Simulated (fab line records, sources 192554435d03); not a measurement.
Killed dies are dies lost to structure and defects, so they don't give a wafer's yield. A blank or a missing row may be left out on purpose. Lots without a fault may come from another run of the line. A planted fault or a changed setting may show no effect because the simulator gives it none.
Which tool did it? | flow n5_finfet | 24 lots, 72 wafers sampled, at 6 steps of a route of 1938

WHAT THE GAUGES READ, wafer by wafer
The record holds no reading of a measuring or inspecting step that can be judged against a usual standard deviation.

WHICH TOOL RAN EACH LOT (tool, then ch and the chambers of the sampled wafers, then the start)
lot  | N5_BEOL_M2_ANNEAL_87         | N5_BEOL_M2_ANNEAL_93         | N5_BEOL_M3_ALD_98                 | N5_BEOL_M3_VIA_ETCH_34             | N5_BEOL_M3_STRIP_36                | N5_BEOL_M3_SPUTTER_48
L074 | pvd_sputter-01, day 8 00:03  | pvd_sputter-01, day 8 00:43  | ald_sin-04 ch 0,2,3, day 8 04:46  | rie_diel-05 ch 0,1,2, day 8 06:11  | rie_diel-05 ch 0,1,2, day 8 06:14  | pvd_sputter-02, day 8 08:07
L075 | pvd_sputter-03, day 8 04:52  | pvd_sputter-03, day 8 05:32  | ald_sin-04 ch 1,2,3, day 8 09:17  | rie_diel-02 ch 0,2,3, day 8 09:46  | rie_diel-02 ch 0,2,3, day 8 09:49  | pvd_sputter-01, day 8 11:08
L078 | pvd_sputter-01, day 8 05:16  | pvd_sputter-01, day 8 05:56  | ald_sin-04 ch 0,1, day 8 09:29    | rie_diel-02 ch 0,1,3, day 8 13:09  | rie_diel-02 ch 0,1,3, day 8 13:13  | pvd_sputter-01, day 8 14:16
L076 | pvd_sputter-02, day 8 05:23  | pvd_sputter-02, day 8 06:02  | ald_sin-04 ch 1,3, day 8 10:14    | rie_diel-05 ch 0,1, day 8 13:13    | rie_diel-05 ch 0,1, day 8 13:16    | pvd_sputter-03, day 8 14:32
L077 | pvd_sputter-03, day 8 08:46  | pvd_sputter-03, day 8 09:26  | ald_sin-04 ch 0,1,2, day 8 14:49  | rie_diel-02 ch 1,2,3, day 8 15:51  | rie_diel-02 ch 1,2,3, day 8 15:55  | pvd_sputter-03, day 8 17:07
L080 | pvd_sputter-01, day 8 09:29  | pvd_sputter-01, day 8 10:08  | ald_sin-04 ch 0,1, day 8 15:13    | rie_diel-04 ch 1,2, day 8 15:53    | rie_diel-04 ch 1,2, day 8 15:56    | pvd_sputter-01, day 8 17:10
L079 | pvd_sputter-03, day 8 10:37  | pvd_sputter-03, day 8 11:16  | ald_sin-04 ch 0,3, day 8 15:42    | rie_diel-05 ch 0,1,3, day 8 16:04  | rie_diel-05 ch 0,1,3, day 8 16:07  | pvd_sputter-03, day 8 18:57
L081 | pvd_sputter-02, day 8 11:58  | pvd_sputter-02, day 8 12:37  | ald_sin-04 ch 0,1,2, day 8 15:57  | rie_diel-04 ch 0,3, day 8 19:38    | rie_diel-04 ch 0,3, day 8 19:41    | pvd_sputter-01, day 8 21:11
L082 | pvd_sputter-02, day 8 21:47  | pvd_sputter-02, day 8 22:26  | ald_sin-03 ch 0,1, day 9 04:08    | rie_diel-05 ch 1,3, day 9 15:17    | rie_diel-05 ch 1,3, day 9 15:20    | pvd_sputter-03, day 9 16:41
L083 | pvd_sputter-02, day 9 03:56  | pvd_sputter-02, day 9 04:36  | ald_sin-03 ch 0,2,3, day 9 09:17  | rie_diel-02 ch 0,1,3, day 9 15:08  | rie_diel-02 ch 0,1,3, day 9 15:12  | pvd_sputter-01, day 9 16:26
L084 | pvd_sputter-01, day 9 14:23  | pvd_sputter-01, day 9 15:03  | ald_sin-01 ch 0,3, day 9 20:50    | rie_diel-02 ch 0,1, day 10 02:41   | rie_diel-02 ch 0,1, day 10 02:45   | pvd_sputter-01, day 10 04:25
L085 | pvd_sputter-03, day 10 02:00 | pvd_sputter-03, day 10 02:40 | ald_sin-01 ch 1,2, day 10 08:21   | rie_diel-02 ch 1,2, day 10 15:02   | rie_diel-02 ch 1,2, day 10 15:05   | pvd_sputter-02, day 10 16:28
L086 | pvd_sputter-02, day 10 08:00 | pvd_sputter-02, day 10 08:40 | ald_sin-03 ch 0,1,3, day 10 13:30 | rie_diel-02 ch 0,3, day 10 18:53   | rie_diel-02 ch 0,3, day 10 18:56   | pvd_sputter-01, day 10 21:25
L088 | pvd_sputter-03, day 10 20:42 | pvd_sputter-03, day 10 21:22 | ald_sin-03 ch 0,1,3, day 11 01:16 | rie_diel-04 ch 1,2,3, day 11 01:31 | rie_diel-04 ch 1,2,3, day 11 01:34 | pvd_sputter-03, day 11 02:44
L087 | pvd_sputter-02, day 11 00:04 | pvd_sputter-02, day 11 00:43 | ald_sin-04 ch 0,2, day 11 04:19   | rie_diel-04 ch 2,3, day 11 12:20   | rie_diel-04 ch 2,3, day 11 12:23   | pvd_sputter-02, day 11 14:27
L089 | pvd_sputter-01, day 11 00:07 | pvd_sputter-01, day 11 00:46 | ald_sin-04 ch 0,2, day 11 04:52   | rie_diel-05 ch 1,2,3, day 11 12:27 | rie_diel-05 ch 1,2,3, day 11 12:31 | pvd_sputter-03, day 11 15:47
L090 | pvd_sputter-02, day 11 02:07 | pvd_sputter-02, day 11 02:47 | ald_sin-01 ch 0,2,3, day 11 07:23 | rie_diel-02 ch 1,2,3, day 11 19:07 | rie_diel-02 ch 1,2,3, day 11 19:11 | pvd_sputter-02, day 11 20:23
L092 | pvd_sputter-01, day 11 04:01 | pvd_sputter-01, day 11 04:40 | ald_sin-01 ch 0,1,3, day 11 08:53 | rie_diel-02 ch 0,3, day 11 12:20   | rie_diel-02 ch 0,3, day 11 12:23   | pvd_sputter-01, day 11 13:59
L091 | pvd_sputter-02, day 11 05:23 | pvd_sputter-02, day 11 06:02 | ald_sin-03 ch 1,2,3, day 11 11:04 | rie_diel-04 ch 0,3, day 11 19:36   | rie_diel-04 ch 0,3, day 11 19:40   | pvd_sputter-03, day 11 22:37
L093 | pvd_sputter-03, day 11 14:36 | pvd_sputter-03, day 11 15:16 | ald_sin-04 ch 0,1,3, day 11 20:56 | rie_diel-05 ch 0,1,3, day 12 02:50 | rie_diel-05 ch 0,1,3, day 12 02:54 | pvd_sputter-03, day 12 04:52
L094 | pvd_sputter-01, day 11 17:55 | pvd_sputter-01, day 11 18:35 | ald_sin-03 ch 1,2, day 12 00:55   | rie_diel-04 ch 0,3, day 12 03:44   | rie_diel-04 ch 0,3, day 12 03:47   | pvd_sputter-01, day 12 05:05
L096 | pvd_sputter-02, day 12 06:25 | pvd_sputter-02, day 12 07:04 | ald_sin-01 ch 2,3, day 12 10:49   | rie_diel-02 ch 1,2, day 12 22:11   | rie_diel-02 ch 1,2, day 12 22:15   | pvd_sputter-02, day 13 00:01
L095 | pvd_sputter-02, day 12 19:50 | pvd_sputter-02, day 12 20:29 | ald_sin-03 ch 0,2,3, day 13 00:34 | rie_diel-02 ch 1,2,3, day 13 08:47 | rie_diel-02 ch 1,2,3, day 13 08:50 | pvd_sputter-02, day 13 11:30
L097 | pvd_sputter-01, day 13 07:08 | pvd_sputter-01, day 13 07:48 | ald_sin-03 ch 0,1,3, day 13 11:20 | rie_diel-04 ch 2,3, day 13 17:29   | rie_diel-04 ch 2,3, day 13 17:33   | pvd_sputter-01, day 13 18:49
- N5_BEOL_M2_ANNEAL_87: time 240 s.
- N5_BEOL_M2_ANNEAL_93: time 240 s.
- N5_BEOL_M3_ALD_98: deposits SiO2, target thk 2.5 nm, pulse time 1 s, co reactant pulse time 1 s.
- N5_BEOL_M3_VIA_ETCH_34: etches the open film in C4F6/O2, target depth 69.4 nm, time 65.9 s.
- N5_BEOL_M3_STRIP_36: strips in N2/H2.
- N5_BEOL_M3_SPUTTER_48: material Cu, target thk 4.5 nm, time 8.29 s.

WHAT THE TOOLS THEMSELVES READ (means of the sampled wafers that have a number; where no wafer has one, the mark that the record gives instead)
N5_BEOL_M2_ANNEAL_87. Usual: heater_power_w 855 W, standard deviation 120; susceptor_temp_C_max 400.8, standard deviation 0.33.
lot  | tool           | heater_power_w (W) | susceptor_temp_C_max | flag
L074 | pvd_sputter-01 | 792                | 400.5                |
L075 | pvd_sputter-03 | 837                | 400.8                |
L078 | pvd_sputter-01 | 938                | 400.8                |
L076 | pvd_sputter-02 | 779                | 400.9                |
L077 | pvd_sputter-03 | 804                | 400.9                |
L080 | pvd_sputter-01 | 961                | 400.9                |
L079 | pvd_sputter-03 | 854                | 401.0                |
L081 | pvd_sputter-02 | 922                | 400.8                |
L082 | pvd_sputter-02 | 880                | 401.0                |
L083 | pvd_sputter-02 | 879                | 400.9                |
L084 | pvd_sputter-01 | 929                | 400.4                |
L085 | pvd_sputter-03 | 808                | 400.7                |
L086 | pvd_sputter-02 | 869                | 400.9                |
L088 | pvd_sputter-03 | 794                | 400.9                |
L087 | pvd_sputter-02 | 888                | 401.0                |
L089 | pvd_sputter-01 | 919                | 400.7                |
L090 | pvd_sputter-02 | 764                | 400.9                |
L092 | pvd_sputter-01 | 823                | 400.3                |
L091 | pvd_sputter-02 | 822                | 401.0                |
L093 | pvd_sputter-03 | 807                | 401.0                |
L094 | pvd_sputter-01 | 1041               | 401.1                |
L096 | pvd_sputter-02 | 806                | 401.3                |
L095 | pvd_sputter-02 | 815                | 400.9                |
L097 | pvd_sputter-01 | 918                | 400.8                |

N5_BEOL_M2_ANNEAL_93. Usual: heater_power_w 855 W, standard deviation 120; susceptor_temp_C_max 400.8, standard deviation 0.41.
lot  | tool           | heater_power_w (W) | susceptor_temp_C_max | flag
L074 | pvd_sputter-01 | 795                | 400.5                |
L075 | pvd_sputter-03 | 819                | 400.9                |
L078 | pvd_sputter-01 | 926                | 400.8                |
L076 | pvd_sputter-02 | 782                | 400.8                |
L077 | pvd_sputter-03 | 816                | 400.5                |
L080 | pvd_sputter-01 | 965                | 401.3                |
L079 | pvd_sputter-03 | 845                | 401.1                |
L081 | pvd_sputter-02 | 931                | 400.9                |
L082 | pvd_sputter-02 | 894                | 400.8                |
L083 | pvd_sputter-02 | 884                | 401.1                |
L084 | pvd_sputter-01 | 915                | 400.4                |
L085 | pvd_sputter-03 | 809                | 400.9                |
L086 | pvd_sputter-02 | 871                | 400.9                |
L088 | pvd_sputter-03 | 778                | 400.9                |
L087 | pvd_sputter-02 | 898                | 401.2                |
L089 | pvd_sputter-01 | 928                | 400.8                |
L090 | pvd_sputter-02 | 763                | 400.6                |
L092 | pvd_sputter-01 | 852                | 400.5                |
L091 | pvd_sputter-02 | 820                | 401.2                |
L093 | pvd_sputter-03 | 798                | 400.9                |
L094 | pvd_sputter-01 | 1030               | 401.0                |
L096 | pvd_sputter-02 | 803                | 401.1                |
L095 | pvd_sputter-02 | 827                | 400.7                |
L097 | pvd_sputter-01 | 925                | 401.0                |

N5_BEOL_M3_ALD_98. Usual: heater_power_outer_w 42 W, standard deviation 4.8; heater_power_w 79 W, standard deviation 7.9; precursor_pulse_height_rel 1.001, standard deviation 0.019.
lot  | tool       | heater_power_outer_w (W) | heater_power_w (W) | precursor_pulse_height_rel | flag
L074 | ald_sin-04 | 44                       | 82                 | 1.001                      |
L075 | ald_sin-04 | 45                       | 83                 | 1.003                      |
L078 | ald_sin-04 | 42                       | 80                 | 0.992                      |
L076 | ald_sin-04 | 44                       | 81                 | 1.004                      |
L077 | ald_sin-04 | 43                       | 82                 | 1.006                      |
L080 | ald_sin-04 | 42                       | 78                 | 1.008                      |
L079 | ald_sin-04 | 43                       | 82                 | 1.007                      |
L081 | ald_sin-04 | 44                       | 80                 | 1.002                      |
L082 | ald_sin-03 | 42                       | 85                 | 0.993                      |
L083 | ald_sin-03 | 44                       | 85                 | 1.003                      |
L084 | ald_sin-01 | 31                       | 61                 | 0.981                      |
L085 | ald_sin-01 | 43                       | 77                 | 0.987                      |
L086 | ald_sin-03 | 41                       | 78                 | 1.001                      |
L088 | ald_sin-03 | 40                       | 79                 | 1.015                      |
L087 | ald_sin-04 | 44                       | 82                 | 1.000                      |
L089 | ald_sin-04 | 44                       | 83                 | 1.001                      |
L090 | ald_sin-01 | 34                       | 68                 | 0.991                      |
L092 | ald_sin-01 | 35                       | 67                 | 1.021                      |
L091 | ald_sin-03 | 41                       | 79                 | 0.999                      |
L093 | ald_sin-04 | 43                       | 81                 | 0.996                      |
L094 | ald_sin-03 | 40                       | 78                 | 0.990                      |
L096 | ald_sin-01 | 34                       | 66                 | 0.990                      |
L095 | ald_sin-03 | 43                       | 86                 | 1.016                      |
L097 | ald_sin-03 | 41                       | 78                 | 0.976                      |

N5_BEOL_M3_VIA_ETCH_34. Usual: chamber_pressure_mTorr 15.001 mTorr, standard deviation 0.014; drypump_motor_current_A 5.6 A, standard deviation 0.44; oes_o_777_au 0.79 a.u., standard deviation 0.1; oes_product_au 0.79 a.u., standard deviation 0.098; rf_vpp_V 668 V, standard deviation 18; showerhead_plenum_p_Torr 2.88 Torr, standard deviation 0.09; throttle_valve_pct 30.8 %, standard deviation 0.35.
lot  | tool        | chamber_pressure_mTorr (mTorr) | drypump_motor_current_A (A) | oes_o_777_au (a.u.) | oes_product_au (a.u.) | rf_vpp_V (V) | showerhead_plenum_p_Torr (Torr) | throttle_valve_pct (%) | flag
L074 | rie_diel-05 | 15.001                         | 5.9                         | 0.77                | 0.78                  | 667          | 2.84                            | 30.7                   |
L075 | rie_diel-02 | 14.995                         | 5.7                         | 0.77                | 0.77                  | 669          | 2.88                            | 31.0                   |
L078 | rie_diel-02 | 14.993                         | 5.8                         | 0.77                | 0.77                  | 670          | 2.93                            | 30.8                   |
L076 | rie_diel-05 | 15.022                         | 6.2                         | 0.69                | 0.71                  | 682          | 2.91                            | 31.1                   |
L077 | rie_diel-02 | 14.993                         | 5.6                         | 0.77                | 0.76                  | 662          | 2.92                            | 30.9                   |
L080 | rie_diel-04 | 15.000                         | 5.8                         | 0.74                | 0.72                  | 666          | 2.78                            | 31.0                   |
L079 | rie_diel-05 | 15.016                         | 5.7                         | 0.69                | 0.69                  | 670          | 2.84                            | 30.8                   |
L081 | rie_diel-04 | 14.990                         | 5.1                         | 0.87                | 0.91                  | 688          | 2.96                            | 30.5                   |
L082 | rie_diel-05 | 14.995                         | 5.4                         | 0.68                | 0.68                  | 658          | 2.77                            | 30.5                   |
L083 | rie_diel-02 | 15.006                         | 5.7                         | 0.76                | 0.77                  | 671          | 2.92                            | 30.8                   |
L084 | rie_diel-02 | 14.995                         | 6.0                         | 0.71                | 0.72                  | 673          | 2.86                            | 31.1                   |
L085 | rie_diel-02 | 15.018                         | 5.7                         | 0.92                | 0.90                  | 654          | 2.85                            | 30.9                   |
L086 | rie_diel-02 | 15.008                         | 5.6                         | 0.79                | 0.81                  | 675          | 2.93                            | 30.7                   |
L088 | rie_diel-04 | 15.027                         | 5.4                         | 0.77                | 0.78                  | 664          | 2.84                            | 30.8                   |
L087 | rie_diel-04 | 15.018                         | 5.0                         | 0.81                | 0.82                  | 648          | 2.89                            | 30.6                   |
L089 | rie_diel-05 | 14.992                         | 5.5                         | 0.85                | 0.84                  | 655          | 2.76                            | 30.4                   |
L090 | rie_diel-02 | 14.995                         | 5.7                         | 0.85                | 0.82                  | 662          | 2.91                            | 30.8                   |
L092 | rie_diel-02 | 15.002                         | 5.6                         | 0.79                | 0.81                  | 675          | 2.93                            | 30.7                   |
L091 | rie_diel-04 | 14.992                         | 5.1                         | 0.83                | 0.86                  | 688          | 2.95                            | 30.5                   |
L093 | rie_diel-05 | 14.994                         | 5.8                         | 0.78                | 0.77                  | 669          | 2.83                            | 30.8                   |
L094 | rie_diel-04 | 15.020                         | 5.2                         | 0.87                | 0.87                  | 694          | 2.97                            | 30.5                   |
L096 | rie_diel-02 | 15.007                         | 5.8                         | 0.79                | 0.78                  | 656          | 2.89                            | 31.0                   |
L095 | rie_diel-02 | 15.004                         | 5.7                         | 0.83                | 0.82                  | 661          | 2.91                            | 30.8                   |
L097 | rie_diel-04 | 15.002                         | 5.0                         | 0.78                | 0.82                  | 665          | 2.89                            | 30.6                   |

N5_BEOL_M3_STRIP_36. Usual: chamber_pressure_mTorr 20.00 mTorr, standard deviation 0.031; drypump_motor_current_A 5.6 A, standard deviation 0.43; oes_product_au 0.79 a.u., standard deviation 0.096; rf_vpp_V 59.3 V, standard deviation 1.5; showerhead_plenum_p_Torr 2.58 Torr, standard deviation 0.082; throttle_valve_pct 23.8 %, standard deviation 0.39.
lot  | tool        | chamber_pressure_mTorr (mTorr) | drypump_motor_current_A (A) | oes_product_au (a.u.) | rf_vpp_V (V) | showerhead_plenum_p_Torr (Torr) | throttle_valve_pct (%) | flag
L074 | rie_diel-05 | 20.01                          | 6.0                         | 0.77                  | 57.7         | 2.55                            | 23.7                   |
L075 | rie_diel-02 | 19.98                          | 5.7                         | 0.78                  | 58.2         | 2.58                            | 23.9                   |
L078 | rie_diel-02 | 20.03                          | 5.7                         | 0.78                  | 59.5         | 2.63                            | 23.9                   |
L076 | rie_diel-05 | 20.00                          | 6.2                         | 0.70                  | 58.9         | 2.59                            | 24.0                   |
L077 | rie_diel-02 | 20.00                          | 5.6                         | 0.76                  | 59.4         | 2.62                            | 24.0                   |
L080 | rie_diel-04 | 19.95                          | 5.8                         | 0.72                  | 59.0         | 2.46                            | 23.8                   |
L079 | rie_diel-05 | 19.99                          | 5.8                         | 0.70                  | 60.0         | 2.55                            | 24.0                   |
L081 | rie_diel-04 | 20.01                          | 5.1                         | 0.91                  | 58.6         | 2.61                            | 23.1                   |
L082 | rie_diel-05 | 19.99                          | 5.4                         | 0.70                  | 58.7         | 2.53                            | 24.0                   |
L083 | rie_diel-02 | 20.01                          | 5.8                         | 0.77                  | 60.8         | 2.63                            | 23.9                   |
L084 | rie_diel-02 | 19.97                          | 6.0                         | 0.71                  | 60.6         | 2.56                            | 24.0                   |
L085 | rie_diel-02 | 19.99                          | 5.7                         | 0.89                  | 59.5         | 2.55                            | 23.9                   |
L086 | rie_diel-02 | 20.00                          | 5.6                         | 0.82                  | 59.5         | 2.64                            | 23.8                   |
L088 | rie_diel-04 | 20.02                          | 5.4                         | 0.77                  | 59.5         | 2.51                            | 23.5                   |
L087 | rie_diel-04 | 20.02                          | 4.9                         | 0.81                  | 58.1         | 2.57                            | 23.3                   |
L089 | rie_diel-05 | 19.98                          | 5.5                         | 0.85                  | 59.6         | 2.51                            | 23.7                   |
L090 | rie_diel-02 | 19.98                          | 5.6                         | 0.83                  | 60.0         | 2.61                            | 23.9                   |
L092 | rie_diel-02 | 20.00                          | 5.6                         | 0.80                  | 59.1         | 2.64                            | 23.8                   |
L091 | rie_diel-04 | 20.01                          | 5.1                         | 0.86                  | 60.2         | 2.61                            | 23.1                   |
L093 | rie_diel-05 | 19.98                          | 5.8                         | 0.77                  | 58.4         | 2.54                            | 24.0                   |
L094 | rie_diel-04 | 19.98                          | 5.2                         | 0.87                  | 59.3         | 2.64                            | 23.0                   |
L096 | rie_diel-02 | 19.98                          | 5.8                         | 0.78                  | 59.0         | 2.59                            | 24.1                   |
L095 | rie_diel-02 | 20.01                          | 5.6                         | 0.81                  | 57.9         | 2.61                            | 23.9                   |
L097 | rie_diel-04 | 19.97                          | 5.0                         | 0.81                  | 58.9         | 2.56                            | 23.3                   |

N5_BEOL_M3_SPUTTER_48. Usual: throttle_valve_pct 30.3 %, standard deviation 0.98.
lot  | tool           | throttle_valve_pct (%) | flag
L074 | pvd_sputter-02 | 30.2                   |
L075 | pvd_sputter-01 | 29.3                   |
L078 | pvd_sputter-01 | 29.2                   |
L076 | pvd_sputter-03 | 30.9                   |
L077 | pvd_sputter-03 | 31.3                   |
L080 | pvd_sputter-01 | 30.0                   |
L079 | pvd_sputter-03 | 31.1                   |
L081 | pvd_sputter-01 | 29.8                   |
L082 | pvd_sputter-03 | 31.9                   |
L083 | pvd_sputter-01 | 30.1                   |
L084 | pvd_sputter-01 | 29.4                   |
L085 | pvd_sputter-02 | 29.7                   |
L086 | pvd_sputter-01 | 29.3                   |
L088 | pvd_sputter-03 | 31.7                   |
L087 | pvd_sputter-02 | 29.4                   |
L089 | pvd_sputter-03 | 31.2                   |
L090 | pvd_sputter-02 | 29.7                   |
L092 | pvd_sputter-01 | 29.9                   |
L091 | pvd_sputter-03 | 30.9                   |
L093 | pvd_sputter-03 | 31.4                   |
L094 | pvd_sputter-01 | 29.8                   |
L096 | pvd_sputter-02 | 30.4                   |
L095 | pvd_sputter-02 | 30.0                   |
L097 | pvd_sputter-01 | 29.7                   |

THE ANSWER, worked out from the rows above alone
Rule: a lot is off if the mean of its wafers that have a number lies more than 3 standard deviations from the usual mean. A lot without any number at a reading at which 4 lots or more have one is off too. The other lots that the step has rows for count as sound. The gauges are gone through in route order, then the tools' own readings, and for those a lot's mean is taken as printed above. The first step at which some lot is off is used, and at that step the reading that is off furthest; a lot without a number counts as furthest.
No lot is off at any reading shown: from this, nothing can be told.

WHAT THE SIMULATOR HAD PUT IN
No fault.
